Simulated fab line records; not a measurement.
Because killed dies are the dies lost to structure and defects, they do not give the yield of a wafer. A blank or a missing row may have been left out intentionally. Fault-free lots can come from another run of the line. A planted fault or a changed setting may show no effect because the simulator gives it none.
Matching of chambers -- flow n5-finfet -- 4 sister chambers for N5_BEOL_M9_ETCH_62 on rie-diel-05
The step etches SOC in N2/H2, target depth 110 nm, overetch 22 nm, time 165 s. 4 wafers are shown with their chamber, then 10 later ones without.

WAFERS PAIRED WITH THEIR CHAMBERS
wafer,chamber,drypump-motor-current-A (A)
L081.1,0,5.9
L083.4,2,6.3
L085.3,3,4.7
L085.4,1,5.2

WAFERS WITH NO CHAMBER GIVEN
wafer,drypump-motor-current-A (A)
L085.5,4.7
L089.3,5.2
L089.5,5.9
L089.6,5.2
L095.3,4.7
L095.4,5.9
L095.6,4.7
L096.2,6.3
L096.4,5.8
L096.6,6.3

WHICH CHAMBER EACH WENT THROUGH
wafer,from the rows above,in truth
L085.5,3,3
L089.3,1,1
L089.5,0,0
L089.6,1,1
L095.3,3,3
L095.4,0,0
L095.6,3,3
L096.2,2,2
L096.4,0,0
L096.6,2,2
Correct placement for 10 of the 10. Can't be placed from these rows: 0. Number placed wrongly: 0.
How it was worked out, from the rows above alone: a wafer's distance from a chamber is the root of the sum, over the readings, of the square of ((its reading less the chamber's mean) divided by the reading's scatter). If the next closest chamber is less than 2 further off than the closest, the wafer can't be placed; otherwise it belongs to the closest. A chamber's mean is the mean of its shown wafers. The scatter: with one shown wafer a chamber, the root of the mean of the squares of how far each hidden wafer lies from its nearest shown one.
